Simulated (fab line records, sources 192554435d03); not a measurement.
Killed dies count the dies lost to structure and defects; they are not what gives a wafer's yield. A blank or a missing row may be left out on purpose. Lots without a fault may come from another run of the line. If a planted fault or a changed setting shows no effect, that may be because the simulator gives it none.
What tool caused it? :: flow n5-finfet :: 9 lots, 27 wafers sampled, at 3 steps of a route of 1938

== WHAT THE GAUGES SHOWED, per wafer ==
N5_BEOL_M4_OVL_MEAS_29.
lot: L896
measured: day 8 16:52
on: overlay-01
V3_OVL (nm): -1.7 0.2 -1.3

lot: L897
measured: day 9 00:01
on: overlay-02
V3_OVL (nm): 0.7 0.4 -0.6

lot: L898
measured: day 9 09:10
on: overlay-01
V3_OVL (nm): -0.4 0.8 -0.2

lot: L901
measured: day 10 05:22
on: overlay-01
V3_OVL (nm): 1.2 2.1 0.2

lot: L903
measured: day 10 15:47
on: overlay-02
V3_OVL (nm): 0.7 0.7 1.1

lot: L904
measured: day 10 18:50
on: overlay-02
V3_OVL (nm): 0.3 0.2 0.1

lot: L910
measured: day 12 03:58
on: overlay-02
V3_OVL (nm): -0.7 -0.3 -0.6

lot: L908
measured: day 12 06:11
on: overlay-02
V3_OVL (nm): 12.1 11.6 12.3

lot: L913
measured: day 13 04:19
on: overlay-02
V3_OVL (nm): 11.0 11.7 11.1

== EACH LOT AND THE TOOL THAT RAN IT (in order: tool; ch and the chambers of the sampled wafers; start) ==
lot: L896
N5_BEOL_M4_ETCH_63: rie-diel-01 ch 0,2, day 8 16:00
N5_BEOL_M4_EXPOSE_25: euv-scanner-02 ch 0, day 8 16:42

lot: L897
N5_BEOL_M4_ETCH_63: rie-diel-01 ch 0,1,3, day 8 23:10
N5_BEOL_M4_EXPOSE_25: euv-scanner-02 ch 0, day 8 23:50

lot: L898
N5_BEOL_M4_ETCH_63: rie-diel-06 ch 0,1,2, day 9 08:18
N5_BEOL_M4_EXPOSE_25: euv-scanner-01 ch 0, day 9 08:59

lot: L901
N5_BEOL_M4_ETCH_63: rie-diel-06 ch 0,1,2, day 10 04:30
N5_BEOL_M4_EXPOSE_25: euv-scanner-02 ch 0, day 10 05:11

lot: L903
N5_BEOL_M4_ETCH_63: rie-diel-06 ch 1,2, day 10 14:55
N5_BEOL_M4_EXPOSE_25: euv-scanner-02 ch 0, day 10 15:37

lot: L904
N5_BEOL_M4_ETCH_63: rie-diel-06 ch 0,1,2, day 10 18:07
N5_BEOL_M4_EXPOSE_25: euv-scanner-02 ch 0, day 10 18:40

lot: L910
N5_BEOL_M4_ETCH_63: rie-diel-01 ch 0,2,3, day 12 03:06
N5_BEOL_M4_EXPOSE_25: euv-scanner-01 ch 0, day 12 03:47

lot: L908
N5_BEOL_M4_ETCH_63: rie-diel-05 ch 0,2,3, day 12 05:19
N5_BEOL_M4_EXPOSE_25: euv-scanner-02 ch 0, day 12 06:00

lot: L913
N5_BEOL_M4_ETCH_63: rie-diel-05 ch 0,1,3, day 13 03:24
N5_BEOL_M4_EXPOSE_25: euv-scanner-02 ch 0, day 13 04:09
- N5_BEOL_M4_ETCH_63: etches SiARC in CF4, target depth 15.6 nm, time 26 s.
- N5_BEOL_M4_EXPOSE_25: exposes mask V3, defocus 5 nm.

== THE ANSWER, worked out from the rows above alone ==
Rule: what is usual is taken from the lots themselves. Put in order of their means at a reading, lots are off if they are a third of the lots or fewer, leave a main group of 4 or more, and stand apart from it by a gap of 3 or more times the standard deviation of the main group's means; of several such gaps the widest counts. A main group whose means are all the same, to the digits that the tables above print for the reading, isn't used. Also off: a lot with no number at a reading for which 4 or more lots have one. All remaining lots with rows at the step are treated as sound.
Off: L908, L913, at N5_BEOL_M4_OVL_MEAS_29 (V3_OVL). Main group: mean 0.1 nm, sd 0.67.
A tool fits if, at a process step before that reading, it ran every lot that is off, and no sound lot after the first of them. Gauges at N5_BEOL_M4_OVL_MEAS_29: tried the same way as those tools. Can't be told from this: 3 tools fit, rie-diel-05 at N5_BEOL_M4_ETCH_63, euv-scanner-02 at N5_BEOL_M4_EXPOSE_25, overlay-02 at N5_BEOL_M4_OVL_MEAS_29.

== WHAT THE SIMULATOR PUT IN ==
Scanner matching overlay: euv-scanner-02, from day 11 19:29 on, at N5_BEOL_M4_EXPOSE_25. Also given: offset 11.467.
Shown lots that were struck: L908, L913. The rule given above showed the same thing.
